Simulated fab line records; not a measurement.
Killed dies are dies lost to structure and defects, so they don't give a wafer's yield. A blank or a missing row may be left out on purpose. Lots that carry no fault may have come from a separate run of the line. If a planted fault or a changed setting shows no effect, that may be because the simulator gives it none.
fab line records | flow n5Finfet
record: lots: 10 | wafers: 28 | lastDay: 18
route steps=1938 shown SD_EPI_P@316 SD_ACTIVATION@334 ILD0@340 SDB@357 BEOL_M4@1111 PASSIVATION@1936
lots with no fault: from the same line, run without faults
startH: hours from the record's first day to the start of the lot's first wafer shown | waitH: how many hours have passed since the lot's step before this one | " unchanged from the row above | L1.1+2: a row that stands for several wafers | - value missing, or start not given | * or withheld: withheld | < > ~ a bound
route shown NAME@n: a module of which the file shows steps, and the number in the route of the first | usual: mean/standard deviation of fault-free wafers | same: alike in all rows | chamber/n: place in a boat | sites: each site's reading | _std_site: the values' standard deviation | _edge_site: the outer-site mean with the inner-site mean subtracted | radiusMm: how far each site lies from the wafer's centre | mask NAME#n: copy n | behind: the last tool/chamber to shape the wafer | hold: what put the lot on hold/how long, in hours/how the hold closed | device: names the non-switching transistor (n, p or np) | end of line: the same wafers' tests at the end of the route | a step given without rows: its recipe and nothing more | killed: dies lost to structure and defects at the first sort, not the wafer's yield | map: the dies of a wafer, with x for killed, . for not killed, _ for no die there
set.NAME: the setting as run; set.NAME@STEP: as run at that earlier step | model.NAME: the simulator's own value behind a step, which no gauge read
steps of the route over a sample of lots; a table a step, a row a wafer
services: from which hour (startH, from the record's first day; less than 0 if before it) a tool's chamber was out of use, for how many hours, and why
== steps ==
step: N5_SD_EPI_P_STRIP_40
recipe: chemistry: N2/H2 | powerW: 1000 | tempC: 250 | h2Frac: 0.65 | overashFraction: 0.3 | pressureMtorr: withheld | n2FlowSccm: 1750 | h2FlowSccm: 3250
usual: drypumpMotorCurrentA: 5.6/0.41 | h2FlowSccm: 3251/9.4 | heaterPowerW: 335/36 | oesProductAu: 0.761/0.011
lot.wafer | tool           | chamber | startH | waitH | drypumpMotorCurrentA | h2FlowSccm | heaterPowerW | oesProductAu | rfHoursCounterH
L356.1    | plasmaAsher-01 | 0       | 56.03  | 0.0   | 5.6                  | 3242       | 326          | 0.761        | 40
L356.2    | "              | 1       | "      | "     | 5.1                  | 3237       | 381          | 0.755        | 40
L356.6    | "              | 0       | "      | "     | 5.6                  | 3254       | 324          | 0.773        | -
L357.1    | plasmaAsher-01 | 0       | 63.89  | 0.0   | 5.6                  | 3239       | 324          | 0.766        | 41
L357.4    | "              | 0       | "      | "     | 5.6                  | 3256       | 321          | 0.764        | -
L357.5    | "              | 0       | "      | "     | 5.6                  | 3269       | 327          | 0.739        | -
L358.1    | plasmaAsher-01 | 0       | 66.29  | 0.0   | 5.6                  | 3250       | 313          | 0.756        | 41
L358.2    | "              | 1       | "      | "     | 5.1                  | 3253       | 380          | 0.763        | 41
L358.4    | "              | 0       | "      | "     | 5.6                  | 3247       | 315          | 0.762        | -
L363.1    | plasmaAsher-01 | 1       | 97.92  | 0.0   | 5.1                  | 3248       | 395          | 0.754        | 47
L363.3    | "              | 1       | "      | "     | 5.1                  | 3253       | 389          | 0.754        | -
L364.1    | plasmaAsher-02 | 0       | 104.51 | 0.0   | 5.7                  | 3275       | 301          | 0.758        | 88
L364.5    | "              | 1       | "      | "     | 6.2                  | 3264       | 311          | 0.775        | -
L369.1    | plasmaAsher-01 | 1       | 132.27 | 0.0   | 5.1                  | 3257       | 385          | 0.764        | 57
L369.3    | "              | 1       | "      | "     | 5.1                  | 3255       | 384          | 0.752        | -
L369.5    | "              | 0       | "      | "     | 5.6                  | 3257       | 328          | 0.765        | -
L370.2    | plasmaAsher-02 | 0       | 141.28 | 0.0   | 5.7                  | 3240       | 289          | 0.740        | 91
L370.3    | "              | 1       | "      | "     | 6.2                  | 3259       | 327          | 0.773        | -
L370.5    | "              | 1       | "      | "     | 6.2                  | 3254       | 328          | 0.727        | -
L376.2    | plasmaAsher-02 | 1       | 179.78 | 0.0   | 6.2                  | 3258       | 324          | 0.757        | 99
L376.3    | "              | 0       | "      | "     | 5.7                  | 3254       | 299          | 0.762        | -
L376.5    | "              | 0       | "      | "     | 5.7                  | 3247       | 304          | 0.764        | -
L378.3    | plasmaAsher-02 | 0       | 197.47 | 0.0   | 5.7                  | 3253       | 295          | 0.771        | -
L378.4    | "              | 1       | "      | "     | 6.2                  | 3253       | 319          | 0.750        | -
L378.5    | "              | 1       | "      | "     | 6.2                  | 3251       | 322          | 0.762        | -
L379.1    | plasmaAsher-02 | 0       | 200.01 | 0.0   | 5.7                  | 3265       | 291          | 0.765        | 102
L379.2    | "              | 1       | "      | "     | 6.2                  | 3246       | 313          | 0.756        | 102
L379.3    | "              | 0       | "      | "     | 5.7                  | 3275       | 292          | 0.767        | -
step: N5_SD_ACTIVATION_INSPECT_02
recipe: inspectInstrument: darkfield | mode: postAnneal
usual: rawDefectCount: 182/44
lot.wafer | tool             | chamber | startH | waitH | rawDefectCount
L356.1    | defectInspect-02 | -       | 59.68  | 0.2   | 107
L356.2    | "                | -       | "      | "     | 159
L356.6    | "                | -       | "      | "     | 152
L357.1    | defectInspect-02 | -       | 67.54  | 0.2   | 246
L357.4    | "                | -       | "      | "     | 198
L357.5    | "                | -       | "      | "     | 205
L358.1    | defectInspect-01 | -       | 69.93  | 0.2   | 194
L358.2    | "                | -       | "      | "     | 223
L358.4    | "                | -       | "      | "     | 159
L363.1    | defectInspect-01 | -       | 101.69 | 0.2   | 173
L363.3    | "                | -       | "      | "     | 130
L364.1    | defectInspect-02 | -       | 108.16 | 0.2   | 182
L364.5    | "                | -       | "      | "     | 179
L369.1    | defectInspect-01 | -       | 136.13 | 0.2   | 220
L369.3    | "                | -       | "      | "     | 196
L369.5    | "                | -       | "      | "     | 217
L370.2    | defectInspect-02 | -       | 145.90 | 0.1   | 136
L370.3    | "                | -       | "      | "     | 193
L370.5    | "                | -       | "      | "     | 180
L376.2    | defectInspect-02 | -       | 183.74 | 0.1   | 187
L376.3    | "                | -       | "      | "     | 125
L376.5    | "                | -       | "      | "     | 179
L378.3    | defectInspect-01 | -       | 202.02 | 0.1   | 191
L378.4    | "                | -       | "      | "     | 141
L378.5    | "                | -       | "      | "     | 148
L379.1    | defectInspect-01 | -       | 204.64 | 0.2   | 123
L379.2    | "                | -       | "      | "     | 152
L379.3    | "                | -       | "      | "     | 164
step: N5_ILD0_CMP_07
recipe: stopOn: poly-Si | material: SiO2_flowable | tOverpolishS: 1.18 | postCmpClean: alkalineBrush | downForcePsi: 4.1491 | platenRpm: 51.796 | padVelocityMS: 1.0306 | targetThkNm: 138.88
usual: motorCurrentA: 12.6/1.3 | retainingRingPressureFrac: 0.999/0.005
lot.wafer | tool   | chamber | startH | waitH | motorCurrentA | retainingRingPressureFrac
L356.1    | cmp-02 | 0       | 62.40  | 0.0   | 12.1          | 1.004
L356.2    | "      | 3       | "      | "     | 10.8          | 0.998
L356.6    | "      | 0       | "      | "     | 11.9          | 1.001
L357.1    | cmp-01 | 1       | 70.31  | 0.1   | 13.9          | 0.997
L357.4    | "      | 3       | "      | "     | 13.1          | 0.989
L357.5    | "      | 0       | "      | "     | 12.6          | 0.998
L358.2    | cmp-02 | 2       | 72.66  | 0.0   | 11.3          | 1.011
L358.4    | "      | 0       | "      | "     | 12.7          | 1.005
L358.1    | "      | 1       | "      | "     | 14.8          | 1.005
L363.3    | cmp-02 | 1       | 104.45 | 0.1   | 14.3          | 0.995
L363.1    | "      | 2       | "      | "     | 11.2          | 0.994
L364.1    | cmp-02 | 3       | 111.28 | 0.1   | 11.0          | 0.995
L364.5    | "      | 1       | "      | "     | 14.6          | 0.992
L369.3    | cmp-03 | 3       | 138.94 | 0.1   | 13.8          | 0.991
L369.1    | "      | 2       | "      | "     | 13.0          | 1.000
L369.5    | "      | 0       | "      | "     | 12.0          | 1.003
L370.3    | cmp-03 | 1       | 148.63 | 0.0   | 10.8          | 0.997
L370.2    | "      | 3       | "      | "     | 14.2          | 0.993
L370.5    | "      | 2       | "      | "     | 12.2          | 0.995
L376.2    | cmp-03 | 2       | 186.63 | 0.0   | 13.2          | 1.001
L376.3    | "      | 3       | "      | "     | 13.7          | 1.002
L376.5    | "      | 2       | "      | "     | 13.2          | 0.999
L378.3    | cmp-02 | 3       | 204.75 | 0.0   | 10.9          | 1.009
L378.4    | "      | 2       | "      | "     | 11.3          | 0.997
L378.5    | "      | 0       | "      | "     | 11.8          | 0.993
L379.2    | cmp-02 | 2       | 207.38 | 0.0   | 10.6          | 0.993
L379.1    | "      | 3       | "      | "     | 10.7          | 1.002
L379.3    | "      | 0       | "      | "     | 12.7          | 1.002
step: N5_ILD0_THK_MEAS_08
usual: thkNm: 139.0/0.76
lot.wafer | tool         | chamber | startH | waitH | thkNm
L356.1    | filmMetro-01 | -       | 62.70  | -     | 138.8
L356.2    | "            | -       | "      | "     | 139.1
L356.6    | "            | -       | "      | "     | 139.2
L357.1    | filmMetro-02 | -       | 70.56  | -     | 140.6
L357.4    | "            | -       | "      | "     | 140.3
L357.5    | "            | -       | "      | "     | 139.5
L358.1    | filmMetro-01 | -       | 72.95  | -     | 138.4
L358.2    | "            | -       | "      | "     | 138.8
L358.4    | "            | -       | "      | "     | 137.7
L363.1    | filmMetro-01 | -       | 104.71 | -     | 141.5
L363.3    | "            | -       | "      | "     | 138.4
L364.1    | filmMetro-02 | -       | 111.49 | -     | 141.6
L364.5    | "            | -       | "      | "     | 141.7
L369.1    | filmMetro-02 | -       | 139.24 | -     | 137.4
L369.3    | "            | -       | "      | "     | 138.5
L369.5    | "            | -       | "      | "     | 138.7
L370.2    | filmMetro-01 | -       | 148.92 | -     | 138.3
L370.3    | "            | -       | "      | "     | 139.0
L370.5    | "            | -       | "      | "     | 138.4
L376.2    | filmMetro-02 | -       | 186.92 | -     | 137.6
L376.3    | "            | -       | "      | "     | 139.3
L376.5    | "            | -       | "      | "     | 137.7
L378.3    | filmMetro-02 | -       | 205.04 | -     | 139.1
L378.4    | "            | -       | "      | "     | 139.2
L378.5    | "            | -       | "      | "     | 138.6
L379.1    | filmMetro-02 | -       | 207.68 | -     | 138.7
L379.2    | "            | -       | "      | "     | 138.8
L379.3    | "            | -       | "      | "     | 139.1
step: N5_SDB_OVL_MEAS_12
recipe: pointsPerWafer: 44
usual: SDB_OVL: 0.0/0.78
lot.wafer | tool       | chamber | startH | waitH | SDB_OVL[nm]
L356.1    | overlay-01 | 0       | 66.99  | 0.0   | 0.2
L356.2    | "          | 0       | "      | "     | 0.4
L356.6    | "          | 0       | "      | "     | 0.6
L357.1    | overlay-01 | 0       | 74.32  | 0.0   | -0.8
L357.4    | "          | 0       | "      | "     | -0.5
L357.5    | "          | 0       | "      | "     | -0.3
L358.1    | overlay-01 | 0       | 77.68  | 0.0   | -0.3
L358.2    | "          | 0       | "      | "     | -0.5
L358.4    | "          | 0       | "      | "     | -1.3
L363.1    | overlay-02 | 0       | 108.47 | 0.0   | 1.7
L363.3    | "          | 0       | "      | "     | 1.7
L364.1    | overlay-01 | 0       | 115.25 | 0.0   | -0.6
L364.5    | "          | 0       | "      | "     | 1.4
L369.1    | overlay-01 | 0       | 142.99 | 0.0   | -0.3
L369.3    | "          | 0       | "      | "     | 0.8
L369.5    | "          | 0       | "      | "     | -0.4
L370.2    | overlay-01 | 0       | 152.68 | 0.0   | 0.2
L370.3    | "          | 0       | "      | "     | 1.3
L370.5    | "          | 0       | "      | "     | 0.2
L376.2    | overlay-02 | 0       | 191.25 | 0.0   | 0.5
L376.3    | "          | 0       | "      | "     | -1.6
L376.5    | "          | 0       | "      | "     | -1.2
L378.3    | overlay-02 | 0       | 208.80 | 0.0   | 0.5
L378.4    | "          | 0       | "      | "     | 0.9
L378.5    | "          | 0       | "      | "     | 0.4
L379.1    | overlay-01 | 0       | 211.31 | 0.0   | 0.8
L379.2    | "          | 0       | "      | "     | 0.7
L379.3    | "          | 0       | "      | "     | 0.7
step: N5_BEOL_M4_RC_MEAS_101
usual: DIBL_N: 36.4/1.3 | DIBL_P: 36.5/1.7 | IOFF_N: 0.154/0.022 | IOFF_P: 0.202/0.025 | ION_N: 671/9.8 | ION_P: 460/6.8 | SS_N: 71.6/0.54 | SS_P: 73.4/0.58 | VT_N: 250.9/2.8 | VT_P: -251.4/2.7
lot.wafer | tool      | chamber | startH | waitH | DIBL_N[mV/V] | DIBL_P[mV/V] | IOFF_N[nA/um] | IOFF_P[nA/um] | ION_N[uA/um] | ION_P[uA/um] | SS_N[mV/dec] | SS_P[mV/dec] | VT_N[mV] | VT_P[mV]
L356.1    | prober-01 | 0       | 167.88 | 0.0   | 39.0         | 37.2         | 0.176         | 0.213         | 686          | 469          | 73.3         | 74.2         | 247.0    | -251.2
L356.2    | "         | 0       | "      | "     | 39.4         | 37.7         | 0.183         | 0.222         | 683          | 461          | 72.5         | 74.1         | 247.6    | -249.5
L356.6    | "         | 0       | "      | "     | 40.5         | 39.9         | 0.224         | 0.259         | 697          | 477          | 72.8         | 74.2         | 244.5    | -250.8
L357.1    | prober-02 | 0       | 172.44 | 0.0   | 37.2         | 35.9         | 0.159         | 0.181         | 682          | 449          | 73.0         | 73.1         | 252.0    | -252.2
L357.4    | "         | 0       | "      | "     | 34.8         | 33.7         | 0.124         | 0.161         | 668          | 458          | 71.3         | 73.1         | 255.4    | -252.7
L357.5    | "         | 0       | "      | "     | 37.4         | 36.4         | 0.168         | 0.194         | 674          | 452          | 72.1         | 72.9         | 250.2    | -252.2
L358.1    | prober-02 | 0       | 175.60 | 0.0   | 37.7         | 38.0         | 0.170         | 0.216         | 667          | 457          | 71.6         | 74.3         | 249.1    | -252.6
L358.2    | "         | 0       | "      | "     | 34.9         | 34.4         | 0.125         | 0.167         | 657          | 453          | 70.8         | 73.3         | 255.3    | -256.2
L358.4    | "         | 0       | "      | "     | 37.6         | 37.3         | 0.170         | 0.201         | 672          | 456          | 71.3         | 74.2         | 251.2    | -253.2
L363.1    | prober-02 | 0       | 220.06 | 0.0   | 35.0         | 35.0         | 0.147         | 0.186         | 666          | 460          | 71.6         | 73.4         | 252.3    | -252.5
L363.3    | "         | 0       | "      | "     | 35.8         | 36.2         | 0.169         | 0.206         | 679          | 465          | 71.2         | 73.2         | 249.0    | -253.1
L364.1    | prober-02 | 0       | 222.66 | 0.0   | 36.6         | 37.3         | 0.159         | 0.232         | 669          | 466          | 71.8         | 74.1         | 250.7    | -248.4
L364.5    | "         | 0       | "      | "     | 35.2         | 35.7         | 0.135         | 0.200         | 669          | 471          | 70.7         | 73.5         | 251.4    | -249.6
L369.1    | prober-02 | 0       | 230.72 | 0.0   | 36.2         | 36.7         | 0.164         | 0.205         | 681          | 464          | 71.7         | 72.6         | 250.9    | -250.8
L369.3    | "         | 0       | "      | "     | 35.1         | 35.4         | 0.143         | 0.187         | 671          | 459          | 71.8         | 72.5         | 252.5    | -251.6
L369.5    | "         | 0       | "      | "     | 34.2         | 33.9         | 0.132         | 0.176         | 671          | 458          | 71.3         | 72.5         | 251.3    | -253.4
L370.2    | prober-02 | 0       | 261.57 | 0.2   | 35.3         | 35.9         | 0.150         | 0.196         | 689          | 471          | 71.5         | 73.8         | 247.1    | -252.5
L370.3    | "         | 0       | "      | "     | 36.9         | 37.8         | 0.181         | 0.220         | 689          | 467          | 72.5         | 73.8         | 248.2    | -249.6
L370.5    | "         | 0       | "      | "     | 35.7         | 35.5         | 0.150         | 0.189         | 674          | 462          | 71.9         | 73.2         | 249.2    | -251.8
L376.2    | prober-01 | 0       | 295.86 | 0.2   | 37.1         | 35.6         | 0.163         | 0.198         | 661          | 449          | 71.9         | 73.7         | 250.8    | -252.9
L376.3    | "         | 0       | "      | "     | 37.6         | 37.3         | 0.188         | 0.241         | 676          | 463          | 71.9         | 74.4         | 244.2    | -245.9
L376.5    | "         | 0       | "      | "     | 37.2         | 37.7         | 0.193         | 0.248         | 687          | 469          | 71.4         | 73.6         | 246.1    | -245.7
L379.1    | prober-01 | 0       | 305.59 | 0.0   | 36.1         | 37.4         | 0.157         | 0.192         | 677          | 453          | 71.5         | 73.3         | 247.4    | -252.0
L379.2    | "         | 0       | "      | "     | 37.4         | 38.9         | 0.189         | 0.220         | 685          | 465          | 71.6         | 74.2         | 245.6    | -250.3
L379.3    | "         | 0       | "      | "     | 37.3         | 38.9         | 0.187         | 0.211         | 669          | 455          | 71.8         | 73.7         | 248.7    | -251.6
L378.3    | prober-01 | 0       | 310.98 | 0.3   | 34.7         | 34.7         | 0.130         | 0.191         | 662          | 459          | 71.6         | 72.5         | 253.3    | -251.2
L378.4    | "         | 0       | "      | "     | 35.0         | 35.3         | 0.134         | 0.199         | 679          | 466          | 70.6         | 72.7         | 251.0    | -248.1
L378.5    | "         | 0       | "      | "     | 35.2         | 36.0         | 0.145         | 0.215         | 672          | 464          | 71.2         | 72.4         | 250.8    | -249.1
step: N5_PASSIVATION_PROBE_49
usual: defectLimitedYield: 91.1/1.3 | killed_at_M0_to_M3: 34/10 | killed_at_M4_up: 14/5.7 | killedAtContacts: 12/5.9 | killedAtFrontEnd: 41/12 | killedAtOther: 4/3.1 | killedDies: 105/15 | killedOpen: 69/11 | killedShort: 35/7.8 | sort_bin_5_function: 5.3/0.81 | sort_bin_6_memory: 3.3/0.75 | sortNPass: 1075/15 | sortYieldPct: 91.1/1.3
same: grossDies: 1180 | killedAtBackSide: 0 | sort_bin_4_leakage[%]: 0 | sort_bin_8_speed[%]: 0
lot.wafer | tool      | chamber | startH | waitH | defectLimitedYield[%] | killed_at_M0_to_M3 | killed_at_M4_up | killedAtContacts | killedAtFrontEnd | killedAtOther | killedDies | killedOpen | killedShort | sort_bin_5_function[%] | sort_bin_6_memory[%] | sortNPass | sortYieldPct[%]
L357.1    | prober-01 | -       | 272.48 | 0.0   | 90.5                  | 41                 | 18              | 20               | 32               | 1             | 112        | 72         | 39          | 5.3                    | 4.0                  | 1068      | 90.5
L357.4    | prober-01 | -       | 272.63 | 0.2   | 90.4                  | 35                 | 22              | 11               | 45               | 0             | 113        | 65         | 47          | 5.7                    | 3.2                  | 1067      | 90.4
L357.5    | prober-01 | -       | 272.68 | 0.2   | 91.8                  | 37                 | 17              | 10               | 33               | 0             | 97         | 61         | 35          | 4.7                    | 3.4                  | 1083      | 91.8
L363.3    | prober-01 | -       | 336.60 | 0.1   | 89.3                  | 40                 | 13              | 20               | 51               | 2             | 126        | 78         | 48          | 6.2                    | 4.2                  | 1054      | 89.3
L370.2    | prober-01 | -       | 364.22 | 0.1   | 90.1                  | 25                 | 23              | 14               | 47               | 8             | 117        | 92         | 24          | 5.8                    | 3.9                  | 1063      | 90.1
L370.3    | prober-01 | -       | 364.27 | 0.1   | 90.9                  | 19                 | 23              | 15               | 47               | 3             | 107        | 64         | 40          | 5.3                    | 3.3                  | 1073      | 90.9
L370.5    | prober-01 | -       | 364.37 | 0.2   | 91.8                  | 19                 | 14              | 11               | 39               | 14            | 97         | 53         | 38          | 4.6                    | 3.1                  | 1083      | 91.8
killed by level:class
L357.1 MOL_CONTACT_COAG:geometricParticle:open=17 BEOL_M0_SAQP:geometricParticle:open=12 BEOL_M0_SAQP:geometricParticle:short=12 BEOL_M4:geometricParticle:open=9 BEOL_M1:geometricParticle:open=6 FIN_SAQP:geometricParticle:open=5 STI_FIN_REVEAL:geometricParticle:open=5 FIN_SAQP:geometricParticle:short=4
L357.4 BEOL_M0_SAQP:geometricParticle:short=15 FIN_SAQP:geometricParticle:open=11 BEOL_M4:geometricParticle:open=10 FIN_SAQP:geometricParticle:short=8 MOL_CONTACT_COAG:geometricParticle:open=8 STI_FIN_REVEAL:geometricParticle:open=6 BEOL_M0_SAQP:geometricParticle:open=6 BEOL_M1:geometricParticle:open=5
L357.5 BEOL_M0_SAQP:geometricParticle:short=14 BEOL_M4:geometricParticle:open=13 BEOL_M0_SAQP:geometricParticle:open=11 FIN_SAQP:geometricParticle:open=6 FIN_SAQP:geometricParticle:short=6 STI_FIN_REVEAL:geometricParticle:open=6 MOL_CONTACT_COAG:geometricParticle:open=6 GATE_CUT:geometricParticle:short=5
L363.3 FIN_SAQP:geometricParticle:short=19 MOL_CONTACT_COAG:geometricParticle:open=17 BEOL_M0_SAQP:geometricParticle:short=8 FIN_SAQP:geometricParticle:open=7 BEOL_M3:geometricParticle:open=7 STI_FIN_REVEAL:geometricParticle:open=6 BEOL_M1:geometricParticle:open=6 BEOL_M0_SAQP:geometricParticle:open=5
L370.2 FIN_SAQP:geometricParticle:open=15 BEOL_M4:geometricParticle:open=13 MOL_CONTACT_COAG:geometricParticle:open=12 BEOL_M1:geometricParticle:open=11 STI_FIN_REVEAL:geometricParticle:open=6 BEOL_M3:geometricParticle:open=6 GATE_CUT:geometricParticle:open=5 PAD_METAL:geometricParticle:open=5
L370.3 STI_FIN_REVEAL:geometricParticle:open=12 MOL_CONTACT_COAG:geometricParticle:open=12 BEOL_M4:geometricParticle:open=10 GATE_CUT:geometricParticle:short=7 ILD0:geometricParticle:short=6 ILD0:geometricParticle:open=4 BEOL_M1:geometricParticle:open=4 BEOL_M3:geometricParticle:open=4
L370.5 STI_FIN_REVEAL:geometricParticle:open=8 BEOL_M4:geometricParticle:open=8 FIN_SAQP:geometricParticle:open=7 MOL_CONTACT_COAG:geometricParticle:open=6 BEOL_M3:geometricParticle:open=6 MOL_CONTACT_COAG:geometricParticle:short=5 PAD_METAL:geometricParticle:short=5 PAD_METAL:geometricParticle:open=4
== services ==
tool           | chamber | startH | hours | kind
cmp-02         | -       | 47.75  | 3.6   | repair
cmp-01         | -       | 53.29  | 4.0   | pm
cmp-01         | -       | 57.29  | -     | consumableReplace:conditioner
cmp-01         | -       | 57.29  | -     | consumableReplace:pad
cmp-01         | -       | 103.32 | 4.2   | pm
plasmaAsher-02 | -       | 112.53 | 15.6  | pm
cmp-03         | -       | 124.34 | 7.2   | pm
cmp-02         | -       | 134.51 | 5.8   | pm
cmp-01         | -       | 138.85 | 1.5   | repair
cmp-02         | -       | 141.38 | 4.0   | pm
cmp-02         | -       | 145.38 | -     | consumableReplace:conditioner
cmp-02         | -       | 145.38 | -     | consumableReplace:pad
cmp-01         | -       | 159.35 | 8.3   | repair
cmp-01         | -       | 189.30 | 1.0   | repair
cmp-02         | -       | 201.67 | 0.3   | repair
== key ==
firstSign: step: N5_ILD0_THK_MEAS_08 | reading: thkNm | direction: up | sigmas: 3.4 | usual: * | struck: *
effect none on later readings
metAt N5_ILD0_CMP_07
struckLots L363,L364
struckWafers L363.1,L364.1,L364.5
notActingAt N5_SD_EPI_P_STRIP_40,N5_SD_ACTIVATION_INSPECT_02,N5_SDB_OVL_MEAS_12
onsetBetween 72.66 104.45
fault: kind: processParameterDrift | tool: cmp-02 | chamber: - | onsetH: 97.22 | steps: N5_ILD0_CMP_07 | channel: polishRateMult | offset: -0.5 | shape: step | endH: 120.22 | scope: struckWafersOnly
